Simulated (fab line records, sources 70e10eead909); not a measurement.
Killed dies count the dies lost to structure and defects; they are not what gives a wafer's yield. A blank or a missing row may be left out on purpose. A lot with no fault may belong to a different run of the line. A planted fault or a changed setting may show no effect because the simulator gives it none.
Matching of chambers + flow nand-harc + rie-si-01 running NHARC_A_DECK1_JOINT_ETCHBACK_07: 4 sister chambers
The step etches the open film in HBr, target depth 105 nm, time 26.9 s. 8 wafers are shown with their chamber, then 7 later ones without.

WAFERS PAIRED WITH THEIR CHAMBERS
| wafer  | chamber | drypump-motor-current-A (A) | oes-product-au (a.u.) |
|--------|---------|-----------------------------|-----------------------|
| L076.1 | 0       | 6.3                         | 1.010                 |
| L079.6 | 0       | 6.3                         | 1.008                 |
| L081.6 | 3       | 6.1                         | 1.007                 |
| L088.4 | 1       | 5.5                         | 0.999                 |
| L088.5 | 2       | 5.0                         | 0.999                 |
| L088.6 | 3       | 6.2                         | 1.012                 |
| L090.1 | 2       | 5.0                         | 1.003                 |
| L090.3 | 1       | 5.5                         | 1.003                 |

WAFERS MISSING THEIR CHAMBER
| wafer  | drypump-motor-current-A (A) | oes-product-au (a.u.) |
|--------|-----------------------------|-----------------------|
| L090.5 | 6.2                         | 1.010                 |
| L092.1 | 5.5                         | 1.002                 |
| L092.2 | 6.4                         | 1.014                 |
| L092.3 | 5.0                         | 1.019                 |
| L097.2 | 6.2                         | 1.016                 |
| L097.3 | 5.0                         | 0.997                 |
| L097.6 | 5.0                         | 0.998                 |

WHICH CHAMBER EACH ONE RAN IN
| wafer  | from the rows above     | in truth |
|--------|-------------------------|----------|
| L090.5 | can't be placed: 3 or 0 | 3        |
| L092.1 | 1                       | 1        |
| L092.2 | 0                       | 0        |
| L092.3 | 2                       | 2        |
| L097.2 | can't be placed: 3 or 0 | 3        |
| L097.3 | 2                       | 2        |
| L097.6 | 2                       | 2        |
Correctly placed: 5 of 7. These rows do not allow placing 2 (true chamber among the candidates in 2). 0 placed wrongly.
How it was worked out, from the rows above alone: a wafer's distance from a chamber is the root of the sum, over the readings, of the square of ((its reading less the chamber's mean) divided by the reading's scatter). If the next closest chamber is less than 2 further off than the closest, the wafer can't be placed; otherwise it belongs to the closest. For every chamber, the mean is computed from those of its wafers that are shown. How the scatter is found: for the shown wafers, subtract from each reading the mean of its chamber, square and add these, divide the total by (wafers less chambers), then take the root.
